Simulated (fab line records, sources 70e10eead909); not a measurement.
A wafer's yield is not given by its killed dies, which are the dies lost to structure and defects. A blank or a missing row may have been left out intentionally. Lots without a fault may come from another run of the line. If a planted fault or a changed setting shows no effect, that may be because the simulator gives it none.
fab line records	flow nand-harc
record: lots: 13	wafers: 37	last-day: 24
route steps=1159 shown P_M0@269 END@1159
lots that met no fault: taken from a fault-free run of the same line
start-h: hours from the record's first day to the start of the lot's first wafer shown	wait-h: how many hours have passed since the lot's step before this one	" as in the row above	L1.1+2: several wafers, shown together as one row	- value missing, or start not given	* or withheld: withheld	< > ~ a bound
route shown NAME@n: names a module that has steps shown in the file, with the first one's number in the route	usual: mean/standard deviation taken from wafers without a fault	same: alike in all rows	chamber/n: place in a boat	sites: each site's reading	_std_site: the values' standard deviation	_edge_site: the outer-site mean with the inner-site mean subtracted	radius-mm: for every site, how far away it sits from the centre of the wafer	mask NAME#n: copy n	behind: the last tool/chamber to shape the wafer	hold: reason for holding the lot/hours on hold/outcome of the hold	device: transistor that didn't switch, given as n, p or np	end of line: the tests these same wafers got at the end of their route	a step with no rows: only its recipe	killed: at the first sort, the dies lost to defects and structure; wafer yield is something else	map: per-die view of a wafer (x killed, . not killed, _ where there is no die)
set.NAME: the setting as run; set.NAME@STEP: as run at that earlier step	model.NAME: the simulator's own value behind a step, which no gauge read
the route's steps for a sample of lots (tables are steps, rows are wafers)
services: from which hour (start-h, from the record's first day; less than 0 if before it) a tool's chamber was out of use, for how many hours, and why
== steps ==
step: NHARC_P_M0_CD_MEAS_16
usual: cd-nm: 89.9/0.61
lot.wafer	tool	chamber	start-h	wait-h	cd-nm
L254.4	cd-sem-01	-	111.16	-	90.4
L254.5	"	-	"	"	89.4
L254.6	"	-	"	"	89.9
L256.1	cd-sem-01	-	129.75	-	89.4
L256.2	"	-	"	"	88.7
L256.6	"	-	"	"	89.2
L257.1	cd-sem-01	-	135.44	-	89.9
L257.2	"	-	"	"	90.1
L257.5	"	-	"	"	89.6
L259.1	cd-sem-02	-	138.25	-	90.2
L259.3	"	-	"	"	90.0
L259.6	"	-	"	"	90.3
L258.2	cd-sem-03	-	142.29	-	89.7
L258.3	"	-	"	"	89.7
L258.4	"	-	"	"	90.6
L261.2	cd-sem-02	-	161.15	-	90.7
L261.3	"	-	"	"	89.6
L261.4	"	-	"	"	90.6
L262.1	cd-sem-01	-	172.20	-	91.0
L262.5	"	-	"	"	90.1
L262.6	"	-	"	"	90.0
L263.5	cd-sem-03	-	173.69	-	90.0
L272.2	cd-sem-03	-	225.16	-	89.5
L272.3	"	-	"	"	88.8
L272.6	"	-	"	"	89.2
L271.4	cd-sem-02	-	225.71	-	89.9
L271.5	"	-	"	"	90.9
L271.6	"	-	"	"	90.4
L273.1	cd-sem-03	-	245.51	-	90.5
L273.3	"	-	"	"	90.3
L273.4	"	-	"	"	90.4
L276.2	cd-sem-02	-	246.10	-	90.2
L276.5	"	-	"	"	89.1
L276.6	"	-	"	"	89.4
L277.1	cd-sem-03	-	255.54	-	90.1
L277.3	"	-	"	"	89.6
L277.5	"	-	"	"	89.9
step: NHARC_P_M0_PRE_CLEAN_29
recipe: time-s: 30	temp-c: 280	gas: H2/He
usual: heater-power-w: 414/46
same: time-s: 30
lot.wafer	tool	chamber	start-h	wait-h	heater-power-w
L254.4	pvd-sputter-01	-	111.82	-	380
L254.6	"	-	"	"	379
L254.5	"	-	"	"	415
L256.2	pvd-sputter-02	-	130.47	-	317
L256.1	"	-	"	"	420
L256.6	"	-	"	"	372
L257.2	pvd-sputter-03	-	136.12	-	353
L257.1	"	-	"	"	443
L257.5	"	-	"	"	353
L259.3	pvd-sputter-03	-	138.93	-	441
L259.1	"	-	"	"	355
L259.6	"	-	"	"	451
L258.4	pvd-sputter-01	-	142.96	-	398
L258.3	"	-	"	"	456
L258.2	"	-	"	"	385
L261.4	pvd-sputter-02	-	161.82	-	328
L261.3	"	-	"	"	420
L261.2	"	-	"	"	359
L262.1	pvd-sputter-03	-	172.88	-	441
L262.6	"	-	"	"	446
L262.5	"	-	"	"	465
L263.5	pvd-sputter-03	-	174.39	-	491
L272.2	pvd-sputter-02	-	225.83	-	430
L272.3	"	-	"	"	368
L272.6	"	-	"	"	469
L271.4	pvd-sputter-01	-	226.44	-	369
L271.6	"	-	"	"	450
L271.5	"	-	"	"	406
L273.3	pvd-sputter-01	-	246.19	-	452
L273.1	"	-	"	"	413
L273.4	"	-	"	"	405
L276.2	pvd-sputter-03	-	246.78	-	343
L276.6	"	-	"	"	445
L276.5	"	-	"	"	478
L277.3	pvd-sputter-02	-	256.28	-	429
L277.1	"	-	"	"	461
L277.5	"	-	"	"	328
step: NHARC_P_M0_PVD_21
recipe: target-thk-a: 300	chamber-pressure-pa: 5	power-w: 5000	substrate-temp-c: 30	time-s: 20.49	material: Cu
usual: throttle-valve-pct: 29.6/1
same: time-s: 20.49
lot.wafer	tool	chamber	start-h	wait-h	throttle-valve-pct
L254.4	pvd-sputter-01	-	-	-	30.1
L254.6	"	-	"	"	30.1
L254.5	"	-	"	"	30.5
L256.1	pvd-sputter-02	-	-	-	30.4
L256.2	"	-	"	"	29.0
L256.6	"	-	"	"	29.3
L257.2	pvd-sputter-03	-	-	-	29.6
L257.1	"	-	"	"	29.3
L257.5	"	-	"	"	30.1
L259.3	pvd-sputter-03	-	-	-	29.6
L259.1	"	-	"	"	29.5
L259.6	"	-	"	"	30.0
L258.4	pvd-sputter-01	-	-	-	30.9
L258.2	"	-	"	"	30.2
L258.3	"	-	"	"	30.2
L261.4	pvd-sputter-02	-	-	-	29.0
L261.3	"	-	"	"	32.0
L261.2	"	-	"	"	30.2
L262.1	pvd-sputter-03	-	-	-	29.5
L262.5	"	-	"	"	29.7
L262.6	"	-	"	"	29.4
L263.5	pvd-sputter-03	-	-	-	29.7
L272.2	pvd-sputter-02	-	-	-	30.3
L272.3	"	-	"	"	28.8
L272.6	"	-	"	"	30.5
L271.4	pvd-sputter-01	-	-	-	28.8
L271.6	"	-	"	"	30.2
L271.5	"	-	"	"	30.4
L273.4	pvd-sputter-01	-	-	-	30.3
L273.3	"	-	"	"	29.8
L273.1	"	-	"	"	30.3
L276.2	pvd-sputter-03	-	-	-	29.5
L276.5	"	-	"	"	29.6
L276.6	"	-	"	"	29.5
L277.3	pvd-sputter-02	-	-	-	30.2
L277.1	"	-	"	"	30.9
L277.5	"	-	"	"	29.6
step: NHARC_P_M0_PRE_CLEAN_31
recipe: time-s: 12	temp-c: 370	rf-power-w: 300	gas: NH3
usual: heater-power-w: 622/68	rf-fwd-power-W: 292.4/0.9
same: time-s: 12
lot.wafer	tool	chamber	start-h	wait-h	heater-power-w	rf-fwd-power-W
L254.6	pecvd-01	2	113.45	0.1	549	291.4
L254.5	"	0	"	"	731	291.9
L254.4	"	1	"	"	556	292.4
L256.2	pecvd-01	2	133.07	0.8	635	291.6
L256.1	"	1	"	"	576	293.0
L256.6	"	2	"	"	621	291.4
L257.1	pecvd-01	2	137.69	0.1	643	292.5
L257.2	"	0	"	"	700	292.9
L257.5	"	2	"	"	656	291.3
L259.1	pecvd-02	1	141.02	0.5	551	293.2
L259.3	"	2	"	"	683	292.5
L259.6	"	2	"	"	694	292.6
L258.2	pecvd-02	2	144.82	0.1	731	291.6
L258.4	"	1	"	"	553	292.1
L258.3	"	2	"	"	710	293.3
L261.3	pecvd-01	0	163.39	0.1	707	292.9
L261.2	"	1	"	"	482	294.3
L261.4	"	0	"	"	693	292.1
L262.1	pecvd-04	1	174.46	0.1	649	292.8
L262.5	"	1	"	"	651	292.9
L262.6	"	2	"	"	643	292.0
L263.5	pecvd-01	2	175.99	0.1	652	291.7
L272.3	pecvd-04	1	227.43	0.1	599	293.8
L272.2	"	2	"	"	653	291.4
L272.6	"	1	"	"	603	291.6
L271.4	pecvd-04	1	228.08	0.1	522	293.5
L271.6	"	2	"	"	634	291.9
L271.5	"	0	"	"	658	292.0
L273.1	pecvd-04	1	247.92	0.2	619	291.7
L273.3	"	2	"	"	668	292.9
L273.4	"	0	"	"	772	292.0
L276.2	pecvd-04	2	248.70	0.3	681	291.6
L276.6	"	1	"	"	621	290.9
L276.5	"	2	"	"	676	292.0
L277.1	pecvd-04	2	258.01	0.2	650	292.4
L277.3	"	1	"	"	531	291.9
L277.5	"	2	"	"	661	290.6
step: NHARC_END_SORT_01
recipe: temp-c: 25
usual: defect-limited-yield: 95.3/1.7	killed-at-array: 28/12	killed-at-other: 0.8/1.1	killed-at-periphery: 3.6/2.3	killed-dies: 32/12	killed-open: 3.4/1.9	killed-short: 2.0/1.3	sort_bin_2_pct: 1.4/0.61	sort_bin_3_pct: 0.26/0.22	sort_bin_4_pct: 3.0/1.2	sort-n-pass: 645/12	sort-rim-yield-pct: 95.8/2.9	sort-yield-pct: 95.3/1.7
same: gross-dies: 677	sort_bin_5_pct[%]: 0	sort_bin_6_pct[%]: 0	sort_bin_7_pct[%]: 0	sort_bin_8_pct[%]: 0	sort-rim-n-gross: 106.00
lot.wafer	tool	chamber	start-h	wait-h	defect-limited-yield[%]	killed-at-array	killed-at-other	killed-at-periphery	killed-dies	killed-open	killed-short	sort_bin_2_pct[%]	sort_bin_3_pct[%]	sort_bin_4_pct[%]	sort-n-pass	sort-rim-yield-pct[%]	sort-yield-pct[%]
L254.4	prober-01	0	435.44	3.4	94.5	36	0	1	37	3	3	1.3	0.30	3.8	640	96.2	94.5
L254.5	prober-01	0	436.24	3.7	94.1	37	0	3	40	4	2	1.3	0.74	3.8	637	95.3	94.1
L254.6	prober-01	0	437.04	4.0	94.8	33	0	2	35	3	0	1.2	0.89	3.1	642	98.1	94.8
L256.1	prober-02	0	440.92	2.5	96.8	20	0	2	22	3	0	0.4	0.30	2.5	655	95.3	96.8
L256.2	prober-02	0	441.72	2.8	95.7	23	0	6	29	3	1	1.5	0	2.8	648	94.3	95.7
L256.6	prober-02	0	444.92	4.0	95.4	23	0	8	31	3	2	0.7	0.30	3.5	646	95.3	95.4
L257.1	prober-02	0	448.74	2.5	95.0	26	0	8	34	2	3	1.9	0	3.1	643	92.5	95.0
L257.2	prober-02	0	449.53	2.8	95.4	28	1	2	31	3	3	0.9	0.15	3.5	646	93.4	95.4
L257.5	prober-02	0	451.88	3.6	95.0	29	0	5	34	3	4	1.5	0.15	3.4	643	94.3	95.0
L259.1	prober-01	0	456.56	2.5	95.4	27	0	4	31	5	2	1.9	0.15	2.5	646	95.3	95.4
L259.3	prober-01	0	458.15	3.1	95.6	27	0	3	30	4	4	1.3	0	3.1	647	92.5	95.6
L259.6	prober-01	0	460.53	4.0	96.3	25	0	0	25	3	1	1.3	0.30	2.1	652	96.2	96.3
L258.2	prober-02	0	465.03	2.8	98.1	9	0	4	13	5	1	0.9	0	1.0	664	97.2	98.1
L258.3	prober-02	0	465.82	3.1	97.5	13	0	4	17	5	0	1.2	0.15	1.2	660	100.0	97.5
L258.4	prober-02	0	466.60	3.4	97.5	13	1	3	17	5	3	0.3	0.30	1.9	660	100.0	97.5
L262.1	prober-02	0	482.68	2.5	95.3	28	0	4	32	5	2	1.9	0.15	2.7	645	93.4	95.3
L262.5	prober-02	0	485.85	3.7	94.1	36	1	3	40	0	5	2.1	0.15	3.7	637	93.4	94.1
L262.6	prober-02	0	486.64	4.0	94.2	37	0	2	39	4	3	2.2	0.15	3.4	638	96.2	94.2
L261.2	prober-01	0	483.43	2.8	97.3	11	0	7	18	1	1	1.0	0.15	1.5	659	97.2	97.3
L261.3	prober-01	0	484.23	3.1	97.0	14	2	4	20	2	1	0.9	0.15	1.9	657	98.1	97.0
L261.4	prober-01	0	485.03	3.4	97.2	13	0	6	19	4	2	0.7	0.15	1.9	658	98.1	97.2
L263.5	prober-02	0	493.71	3.7	96.0	12	1	14	27	1	5	1.3	0.44	2.2	650	96.2	96.0
L272.2	prober-02	0	544.87	2.8	94.2	36	1	2	39	5	2	1.0	0.59	4.1	638	98.1	94.2
L272.3	prober-02	0	545.68	3.1	94.2	36	1	2	39	3	2	1.9	0.15	3.7	638	98.1	94.2
L272.6	prober-02	0	548.09	4.0	95.1	27	1	5	33	3	1	1.0	0	3.8	644	99.1	95.1
L271.4	prober-01	0	546.44	3.4	94.7	27	3	6	36	3	2	1.6	0.44	3.2	641	89.6	94.7
L271.5	prober-01	0	547.23	3.7	95.3	26	3	3	32	2	2	1.6	0.30	2.8	645	94.3	95.3
L271.6	prober-01	0	548.02	3.9	95.3	28	3	1	32	2	4	1.6	0.44	2.7	645	92.5	95.3
L273.1	prober-01	0	574.08	2.5	95.9	18	2	8	28	2	2	0.7	0.30	3.1	649	96.2	95.9
L273.3	prober-01	0	575.70	3.1	95.0	28	0	6	34	1	6	1.5	0.30	3.2	643	96.2	95.0
L273.4	prober-01	0	576.50	3.4	95.4	24	0	7	31	6	3	1.3	0	3.2	646	93.4	95.4
L276.2	prober-02	0	578.22	2.8	94.4	34	1	3	38	5	2	2.2	0.30	3.1	639	98.1	94.4
L276.5	prober-02	0	580.65	3.7	93.8	36	1	5	42	3	1	1.0	0	5.2	635	99.1	93.8
L276.6	prober-02	0	581.46	4.0	93.6	38	1	4	43	0	3	1.8	0.30	4.3	634	97.2	93.6
L277.1	prober-01	0	581.91	2.5	92.9	44	0	4	48	1	2	2.5	0	4.6	629	98.1	92.9
L277.3	prober-01	0	583.50	3.1	94.5	32	0	5	37	5	0	1.9	0.30	3.2	640	97.2	94.5
L277.5	prober-01	0	585.09	3.7	94.1	34	1	5	40	4	3	1.8	0.30	3.8	637	96.2	94.1
killed by level:class
L254.4 A_SLIT:chamber-film-flake=13 A_CHANNEL_HOLE_D1:chamber-film-flake=8 A_STAIRCASE:chamber-film-flake=6 A_CONTACT:chamber-film-flake=3 A_CHANNEL_FILL_D1:geometric-particle:short=2 A_SOURCE_PLATE:geometric-particle:short=1 A_WL_FILL:geometric-particle:open=1 A_CONTACT:geometric-particle:open=1
L254.5 A_CHANNEL_HOLE_D1:chamber-film-flake=14 A_SLIT:chamber-film-flake=7 A_STAIRCASE:chamber-film-flake=6 A_CONTACT:chamber-film-flake=5 P_CONTACT:geometric-particle:open=2 A_BLC:geometric-particle:open=2 A_WL_FILL:geometric-particle:short=1 A_CONTACT:geometric-particle:short=1
L254.6 A_STAIRCASE:chamber-film-flake=12 A_SLIT:chamber-film-flake=8 A_CHANNEL_HOLE_D1:chamber-film-flake=5 A_CONTACT:chamber-film-flake=5 A_CONTACT:geometric-particle:open=2 A_WL_FILL:geometric-particle:open=1 P_STI:chamber-film-flake=1 P_BONDPAD:chamber-film-flake=1
L256.1 A_CHANNEL_HOLE_D1:chamber-film-flake=9 A_CONTACT:chamber-film-flake=5 A_SLIT:chamber-film-flake=2 A_WL_FILL:chamber-film-flake=2 P_M2:geometric-particle:open=1 A_CONTACT:geometric-particle:open=1 A_M0:geometric-particle:open=1 P_ZERO_WELL:chamber-film-flake=1
L256.2 A_CHANNEL_HOLE_D1:chamber-film-flake=11 P_STI:chamber-film-flake=5 A_CONTACT:chamber-film-flake=4 A_CONTACT:geometric-particle:open=2 A_WL_FILL:chamber-film-flake=2 P_M1:geometric-particle:short=1 A_M0:geometric-particle:open=1 A_ZERO_WELL:chamber-film-flake=1
L256.6 A_CHANNEL_HOLE_D1:chamber-film-flake=10 A_CONTACT:chamber-film-flake=4 P_STI:chamber-film-flake=3 A_WL_FILL:chamber-film-flake=3 P_M0:geometric-particle:open=2 P_ZERO_WELL:chamber-film-flake=2 A_SLIT:chamber-film-flake=2 P_M0:geometric-particle:short=1
L257.1 A_CHANNEL_HOLE_D1:chamber-film-flake=12 A_SLIT:chamber-film-flake=8 P_STI:chamber-film-flake=5 A_CONTACT:chamber-film-flake=3 P_GATE:geometric-particle:short=1 P_M1:geometric-particle:short=1 P_M1:geometric-particle:open=1 A_WL_FILL:geometric-particle:short=1
L257.2 A_CHANNEL_HOLE_D1:chamber-film-flake=15 A_SLIT:chamber-film-flake=5 A_CONTACT:chamber-film-flake=3 P_GATE:geometric-particle:open=1 A_CHANNEL_FILL_D1:geometric-particle:short=1 A_SLIT:geometric-particle:open=1 A_CONTACT:geometric-particle:open=1 A_M0:geometric-particle:short=1
L257.5 A_CHANNEL_HOLE_D1:chamber-film-flake=13 A_SLIT:chamber-film-flake=6 A_CONTACT:chamber-film-flake=3 P_M1:geometric-particle:open=2 A_WL_FILL:geometric-particle:short=2 A_ONON_D1:geometric-particle:short=1 A_CHANNEL_HOLE_D1:geometric-particle:open=1 A_CHANNEL_HOLE_D1:geometric-particle:short=1
L259.1 A_CHANNEL_HOLE_D1:chamber-film-flake=20 A_CONTACT:geometric-particle:open=2 A_ONON_D1:geometric-particle:short=1 P_M0:geometric-particle:short=1 P_M0:geometric-particle:open=1 A_SGD_CUT:geometric-particle:open=1 A_BLC:geometric-particle:open=1 P_STI:chamber-film-flake=1
L259.3 A_CHANNEL_HOLE_D1:chamber-film-flake=17 A_CONTACT:chamber-film-flake=5 P_CONTACT:geometric-particle:short=1 P_M0:geometric-particle:short=1 P_M2:geometric-particle:open=1 A_ONON_D1:geometric-particle:short=1 A_CHANNEL_FILL_D1:geometric-particle:open=1 A_WL_FILL:geometric-particle:short=1
L259.6 A_CHANNEL_HOLE_D1:chamber-film-flake=14 A_CONTACT:chamber-film-flake=5 A_STAIRCASE:chamber-film-flake=2 A_ONON_D1:geometric-particle:open=1 A_CHANNEL_FILL_D1:geometric-particle:open=1 A_WL_FILL:geometric-particle:open=1 A_M0:geometric-particle:short=1
L258.2 P_GATE:chamber-film-flake=2 A_CHANNEL_HOLE_D1:chamber-film-flake=2 P_M2:geometric-particle:open=1 A_CHANNEL_HOLE_D1:geometric-particle:open=1 A_WL_FILL:geometric-particle:open=1 A_CONTACT:geometric-particle:open=1 A_M0:geometric-particle:short=1 A_M1:geometric-particle:open=1
L258.3 A_STAIRCASE:chamber-film-flake=5 A_CONTACT:chamber-film-flake=3 A_M0:geometric-particle:open=2 P_GATE:chamber-film-flake=2 P_M1:geometric-particle:open=1 A_CONTACT:geometric-particle:open=1 A_BLC:geometric-particle:open=1 P_STI:chamber-film-flake=1
L258.4 A_CONTACT:chamber-film-flake=3 P_M0:geometric-particle:open=2 A_M0:geometric-particle:open=2 A_CHANNEL_HOLE_D1:chamber-film-flake=2 A_STAIRCASE:chamber-film-flake=2 A_ONON_D1:geometric-particle:open=1 A_WL_FILL:geometric-particle:short=1 A_M0:geometric-particle:short=1
L262.1 A_CHANNEL_HOLE_D1:chamber-film-flake=12 A_SLIT:chamber-film-flake=8 A_WL_FILL:chamber-film-flake=2 P_GATE:geometric-particle:open=1 P_CONTACT:geometric-particle:open=1 P_M0:geometric-particle:open=1 A_ONON_D1:geometric-particle:short=1 A_WL_FILL:geometric-particle:short=1
L261.2 P_CONTACT:chamber-film-flake=3 A_CHANNEL_FILL_D1:chamber-film-flake=3 A_STAIRCASE:chamber-film-flake=3 P_STI:chamber-film-flake=2 A_M1:chamber-film-flake=2 A_WL_FILL:geometric-particle:short=1 A_M0:geometric-particle:open=1 P_GATE:chamber-film-flake=1
L261.3 A_CHANNEL_FILL_D1:chamber-film-flake=5 A_SLIT:chamber-film-flake=3 P_GATE:chamber-film-flake=2 A_CHANNEL_HOLE_D1:chamber-film-flake=2 THIN_TSV:chamber-film-flake=2 P_M1:geometric-particle:short=1 A_CONTACT:geometric-particle:open=1 A_BLC:geometric-particle:open=1
L261.4 A_CHANNEL_FILL_D1:chamber-film-flake=3 P_GATE:chamber-film-flake=2 P_CONTACT:chamber-film-flake=2 A_M1:chamber-film-flake=2 P_M0:geometric-particle:open=1 A_CHANNEL_HOLE_D1:geometric-particle:open=1 A_SGD_CUT:geometric-particle:short=1 A_CONTACT:geometric-particle:open=1
L262.5 A_CHANNEL_HOLE_D1:chamber-film-flake=12 A_SLIT:chamber-film-flake=12 A_CONTACT:chamber-film-flake=7 A_WL_FILL:chamber-film-flake=2 P_M0:geometric-particle:short=1 P_M2:geometric-particle:short=1 A_SOURCE_PLATE:geometric-particle:short=1 A_CHANNEL_FILL_D1:geometric-particle:short=1
L262.6 A_CHANNEL_HOLE_D1:chamber-film-flake=21 A_SLIT:chamber-film-flake=7 A_WL_FILL:chamber-film-flake=3 P_CONTACT:geometric-particle:open=1 P_M1:geometric-particle:open=1 A_SOURCE_PLATE:geometric-particle:short=1 A_CHANNEL_HOLE_D1:geometric-particle:short=1 A_SGD_CUT:geometric-particle:short=1
L263.5 P_M0:unspecified=8 A_CHANNEL_HOLE_D1:chamber-film-flake=3 A_WL_FILL:geometric-particle:short=2 A_CONTACT:geometric-particle:short=2 P_STI:chamber-film-flake=2 A_STAIRCASE:chamber-film-flake=2 A_CONTACT:chamber-film-flake=2 P_M0:geometric-particle:short=1
L272.2 A_SLIT:chamber-film-flake=17 A_CHANNEL_HOLE_D1:chamber-film-flake=9 A_STAIRCASE:chamber-film-flake=2 A_CONTACT:chamber-film-flake=2 P_GATE:geometric-particle:short=1 A_CHANNEL_FILL_D1:geometric-particle:short=1 A_CHANNEL_FILL_D1:geometric-particle:open=1 A_STAIRCASE:geometric-particle:open=1
L272.3 A_SLIT:chamber-film-flake=15 A_CHANNEL_HOLE_D1:chamber-film-flake=12 A_CONTACT:chamber-film-flake=2 A_BLC:chamber-film-flake=2 P_GATE:geometric-particle:short=1 A_ONON_D1:geometric-particle:open=1 A_SLIT:geometric-particle:open=1 A_WL_FILL:geometric-particle:short=1
L271.4 A_CHANNEL_HOLE_D1:chamber-film-flake=15 A_CONTACT:chamber-film-flake=7 P_ZERO_WELL:chamber-film-flake=4 A_SGD_CUT:geometric-particle:open=2 THIN_TSV:chamber-film-flake=2 P_M0:geometric-particle:short=1 A_BLC:geometric-particle:short=1 A_M0:geometric-particle:open=1
L271.5 A_CHANNEL_HOLE_D1:chamber-film-flake=15 A_CONTACT:chamber-film-flake=6 P_GATE:chamber-film-flake=2 HYBRID_BOND:chamber-film-flake=2 A_ONON_D1:geometric-particle:short=1 A_ONON_D1:geometric-particle:open=1 A_CHANNEL_FILL_D1:geometric-particle:open=1 A_CONTACT:geometric-particle:short=1
L271.6 A_CHANNEL_HOLE_D1:chamber-film-flake=20 A_WL_FILL:geometric-particle:short=3 HYBRID_BOND:chamber-film-flake=2 P_M0:geometric-particle:open=1 A_ONON_D1:geometric-particle:open=1 A_CONTACT:geometric-particle:short=1 A_STAIRCASE:chamber-film-flake=1 A_WL_FILL:chamber-film-flake=1
L272.6 A_SLIT:chamber-film-flake=16 A_CHANNEL_HOLE_D1:chamber-film-flake=9 P_GATE:chamber-film-flake=3 P_GATE:geometric-particle:open=1 P_CONTACT:geometric-particle:open=1 A_CHANNEL_HOLE_D1:geometric-particle:short=1 A_CONTACT:geometric-particle:open=1 THIN_TSV:chamber-film-flake=1
L273.1 A_CHANNEL_HOLE_D1:chamber-film-flake=9 P_M2:chamber-film-flake=7 A_STAIRCASE:chamber-film-flake=2 A_M0:chamber-film-flake=2 THIN_TSV:chamber-film-flake=2 P_M0:geometric-particle:open=1 A_CHANNEL_FILL_D1:geometric-particle:short=1 A_WL_FILL:geometric-particle:short=1
L273.3 A_CHANNEL_HOLE_D1:chamber-film-flake=11 A_STAIRCASE:chamber-film-flake=5 A_WL_FILL:geometric-particle:short=3 P_M2:chamber-film-flake=3 A_M0:chamber-film-flake=3 P_M0:geometric-particle:short=2 A_ZERO_WELL:chamber-film-flake=2 A_CONTACT:chamber-film-flake=2
L273.4 A_CHANNEL_HOLE_D1:chamber-film-flake=5 P_M2:chamber-film-flake=5 A_STAIRCASE:chamber-film-flake=5 A_CONTACT:chamber-film-flake=3 A_ONON_D1:geometric-particle:short=2 A_WL_FILL:geometric-particle:open=2 A_CONTACT:geometric-particle:open=2 A_M0:chamber-film-flake=2
L276.2 A_SLIT:chamber-film-flake=19 A_STAIRCASE:chamber-film-flake=4 A_CHANNEL_HOLE_D1:chamber-film-flake=3 A_ONON_D1:geometric-particle:open=2 P_M2:chamber-film-flake=2 A_ZERO_WELL:chamber-film-flake=2 P_ZERO_WELL:geometric-particle:open=1 A_SOURCE_PLATE:geometric-particle:short=1
L276.5 A_SLIT:chamber-film-flake=19 A_CHANNEL_HOLE_D1:chamber-film-flake=6 A_STAIRCASE:chamber-film-flake=5 P_M2:chamber-film-flake=3 P_CONTACT:geometric-particle:short=1 A_CHANNEL_FILL_D1:geometric-particle:open=1 A_CONTACT:geometric-particle:open=1 A_M0:geometric-particle:open=1
L276.6 A_SLIT:chamber-film-flake=17 A_CHANNEL_HOLE_D1:chamber-film-flake=12 A_CONTACT:chamber-film-flake=4 A_STAIRCASE:chamber-film-flake=3 P_GATE:geometric-particle:short=1 P_M0:geometric-particle:short=1 A_CONTACT:geometric-particle:short=1 P_GATE:chamber-film-flake=1
L277.1 A_SLIT:chamber-film-flake=21 A_CHANNEL_HOLE_D1:chamber-film-flake=10 A_CHANNEL_FILL_D1:chamber-film-flake=4 A_CONTACT:chamber-film-flake=4 A_STAIRCASE:chamber-film-flake=2 A_WL_FILL:chamber-film-flake=2 P_M0:geometric-particle:open=1 P_M1:geometric-particle:short=1
L277.3 A_SLIT:chamber-film-flake=13 A_CHANNEL_HOLE_D1:chamber-film-flake=6 A_STAIRCASE:chamber-film-flake=5 A_CONTACT:chamber-film-flake=4 P_CONTACT:geometric-particle:open=2 A_CONTACT:geometric-particle:open=2 P_M2:geometric-particle:open=1 P_ZERO_WELL:chamber-film-flake=1
L277.5 A_SLIT:chamber-film-flake=17 A_CHANNEL_HOLE_D1:chamber-film-flake=7 A_CONTACT:chamber-film-flake=3 P_CONTACT:geometric-particle:open=2 A_STAIRCASE:chamber-film-flake=2 P_M2:geometric-particle:open=1 A_SOURCE_PLATE:geometric-particle:short=1 A_WL_FILL:geometric-particle:short=1
== services ==
tool	chamber	start-h	hours	kind
pecvd-01	1	94.73	4.3	repair
pvd-sputter-02	-	98.46	5.0	repair
pvd-sputter-03	-	102.00	10.0	pm
pecvd-02	2	105.61	9.4	repair
pvd-sputter-01	-	129.11	5.5	repair
pecvd-02	0	135.89	16.4	repair
pecvd-02	-	153.00	13.0	pm
pecvd-04	0	173.74	7.8	repair
pvd-sputter-01	-	183.89	9.4	repair
pecvd-04	-	195.22	13.0	pm
pecvd-04	0	195.22	13.0	vent-cycle
pecvd-04	1	195.22	13.0	vent-cycle
pecvd-04	2	195.22	13.0	vent-cycle
pecvd-02	2	203.38	2.1	repair
pecvd-04	0	208.22	-	clean
pecvd-04	1	208.22	-	clean
pecvd-04	2	208.22	-	clean
pvd-sputter-02	-	214.00	10.0	pm
pvd-sputter-03	-	218.39	12.4	repair
pecvd-01	-	237.05	13.0	pm
pecvd-01	0	237.05	13.0	vent-cycle
pecvd-01	1	237.05	13.0	vent-cycle
pecvd-01	2	237.05	13.0	vent-cycle
pecvd-01	0	250.05	-	clean
== key ==
first-sign: step: NHARC_END_SORT_01	reading: killed-at-periphery	direction: up	sigmas: 4.5	usual: 3.6	struck: 14
effect none on later readings
met-at NHARC_P_M0_PRE_CLEAN_29
struck-lots L263
struck-wafers L263.5
not-acting-at NHARC_P_M0_CD_MEAS_16,NHARC_P_M0_PVD_21,NHARC_P_M0_PRE_CLEAN_31
onset-between 172.88 174.39
fault: kind: chamber-particle-source	tool: pvd-sputter-03	chamber: -	onset-h: 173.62	steps: NHARC_P_M0_PRE_CLEAN_29	rate-per-visit-cm2: 0.013443	end-h: 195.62	scope: struck-wafers-only
